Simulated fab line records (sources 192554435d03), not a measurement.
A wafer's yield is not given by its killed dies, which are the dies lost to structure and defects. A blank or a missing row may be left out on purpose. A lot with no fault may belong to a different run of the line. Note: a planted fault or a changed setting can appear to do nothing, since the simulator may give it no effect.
A lot that was struck, set against a sound lot | flow n5_finfet | 40 steps out of a route of 1938
Sound: the wafers L180.2, L180.3, L180.4. The struck wafers were L196.1, L196.2, L196.3. The cause comes at the end.
At each step with rows: each side's tool, then ch and its chambers, then its first start. Under that, the readings that differ: sound wafers | struck wafers | difference of the means | sigmas: that difference in standard deviations of wafers without a fault.
alike: a reading whose means differ by less than 2 such deviations, as well as words and numbers matching on both sides. not compared: withheld readings; readings where some wafer has no value; bounds like >300 that might hide an equal value; numbers whose values overlap and for which the record gives no deviation.
The two part at a step that has a row with sigmas, a row that says differs or no value, or rows on one side only. Numbers that have no deviation but don't overlap get no sigmas and don't part them. A reading missing from all wafers of one side parts the sides only when that side holds two or more wafers.

first, 4 steps without rows for these wafers: N5_HKMG_FIN_STRIP_89 (strips SOC in N2/H2, time 20 s); N5_HKMG_FIN_WET_ETCH_87 (etches TiN in SC1, time 154.2 s, target depth 4.7 nm, rinse time 30 s); N5_HKMG_FIN_STRIP_88 (strips in N2/H2, time 360 s); N5_HKMG_FIN_NWFM_ALD_20 (deposits TiAlC, target thk 2 nm, pulse time 3 s, purge time 2 s).
N5_HKMG_FIN_ALD_71: deposits TiN, target thk 1 nm, pulse time 1 s, purge time 3 s.
  sound on ald_metal-03 ch 0,1,3, day 5 11:18; struck on ald_metal-03 ch 1,2,3, day 9 16:04
  alike: heater_power_w, precursor_pulse_height_rel, susceptor_temp_C
then, 6 steps without rows for these wafers: N5_HKMG_FIN_COAT_66 (time 60 s, resist thk 300 nm); N5_HKMG_FIN_ETCH_67 (etches SOC in N2/H2, stops on TiN, target depth 388.9 nm); N5_HKMG_FIN_STRIP_90 (strips SOC in N2/H2, time 20 s); N5_HKMG_FIN_WET_ETCH_73 (etches the open film in SC1, time 42.3 s, target depth 1.3 nm, rinse time 30 s); N5_HKMG_FIN_ETCHBACK_68 (etches the open film in Cl2/Ar, stops on HfO2, target depth 0.5 nm); N5_HKMG_FIN_STRIP_69 (strips in N2/H2, time 360 s).
N5_HKMG_FIN_ALD_21: deposits TiN, target thk 1.5 nm, pulse time 1 s, purge time 3 s.
  sound on ald_metal-04 ch 0,2,3, day 5 12:23; struck on ald_metal-04 ch 1,2,3, day 9 17:26
  alike: heater_power_w, precursor_pulse_height_rel, susceptor_temp_C
N5_HKMG_FIN_ALD_72: deposits W, target thk 2 nm, pulse time 1 s, purge time 2 s.
  sound on cvd_w-01 ch 0,1, day 5 12:45; struck on cvd_w-01 ch 0,1, day 9 17:48
  alike: heater_power_w, precursor_pulse_height_rel, susceptor_temp_C
then, 4 steps without rows for these wafers: N5_HKMG_FIN_W_FILL_22 (material W, target thk 60 nm, time 18.2 s); N5_HKMG_FIN_PRECLEAN_83 (cleans in DIW, time 57.5 s); N5_HKMG_FIN_SRD_84 (dry time 32 s); N5_HKMG_FIN_CMP_23 (polishes, stops on SiNx, t overpolish 10 s, target thk 46.326 nm).
N5_HKMG_FIN_CMP_94: polishes, stops on SiNx, t overpolish 4.7 s, target thk 43.299 nm.
  sound on cmp-03 ch 0,1,3, day 5 13:24; struck on cmp-04 ch 0,1,2, day 9 18:27
  alike: motor_current_A, retaining_ring_pressure_frac
then, 2 steps without rows for these wafers: N5_GATE_CUT_ETCHBACK_00 (etches W in SF6/Cl2); N5_GATE_CUT_ETCH_56 (etches TiN in Cl2/Ar, target depth 21.6 nm).
N5_GATE_CUT_ETCHBACK_30: etches TiN in Cl2/Ar, target depth 3 nm.
  sound on rie_metal-02 ch 0,1, day 5 13:52; struck on rie_metal-01 ch 0,1, day 9 18:56
  alike: drypump_motor_current_A, oes_product_au, rf_fwd_power_W, throttle_valve_pct
  not compared: rf_hours_counter_h
then, 7 steps without rows for these wafers: N5_GATE_CUT_VAPOR_ETCH_60 (etches HfO2 in BCl3/Cl2); N5_GATE_CUT_ETCH_58 (etches SiNx in CH3F/O2, target depth 17 nm, time 128.6 s); N5_GATE_CUT_STRIP_59 (strips in N2/H2, time 20 s); N5_GATE_CUT_PRECLEAN_31 (cleans in DIW, time 300 s); N5_GATE_CUT_SRD_32 (time 30 s); N5_GATE_CUT_SAC_CAP_01 (material SiNx, target thk 24 nm, pulse time 1 s, ald cycles 480); N5_GATE_CUT_PECVD_57 (deposits SiNx from SiH4/NH3/N2, target thk 21 nm).
N5_GATE_CUT_CMP_02: polishes, stops on SiO2, t overpolish 12.7 s, target thk 0 nm.
  sound on cmp-02 ch 0,1,3, day 5 16:32; struck on cmp-03 ch 0,1,2, day 9 22:29
  alike: motor_current_A, overpolish_run_s, retaining_ring_pressure_frac, time_to_endpoint_s
then, 10 steps without rows for these wafers: N5_GATE_CUT_HM_DEP_46 (deposits SiO2 from TEOS/O2, target thk 130 nm, time 26.6 s); N5_GATE_CUT_COAT_34 (time 60 s, resist thk 60 nm); N5_GATE_CUT_COAT_35 (time 60 s, resist thk 10 nm); N5_GATE_CUT_COAT_27 (time 60 s, resist thk 10 nm); N5_GATE_CUT_COAT_07 (resist thk 30 nm); N5_GATE_CUT_EBR_09; N5_GATE_CUT_SOFTBAKE_08 (time 60 s); N5_GATE_CUT_EXPOSE_10 (exposes mask GATE CUT, target cd 20 nm); N5_GATE_CUT_PEB_11 (peb time 60 s); N5_GATE_CUT_DEVELOP_12 (develop time 30 s).
-- a jump in the record: the struck wafers' starts before and after are 9 days apart (it breaks off in module GATE_CUT and resumes in module PASSIVATION, where the first step shown is number 1936 of the route) --
N5_PASSIVATION_PROBE_49:
  record: rows for the struck wafers here (prober-02, day 18 21:56), none for the sound ones

== WHERE THEY PART ==
Within this record, at N5_PASSIVATION_PROBE_49 only.

WHY: what had been put in by the simulator
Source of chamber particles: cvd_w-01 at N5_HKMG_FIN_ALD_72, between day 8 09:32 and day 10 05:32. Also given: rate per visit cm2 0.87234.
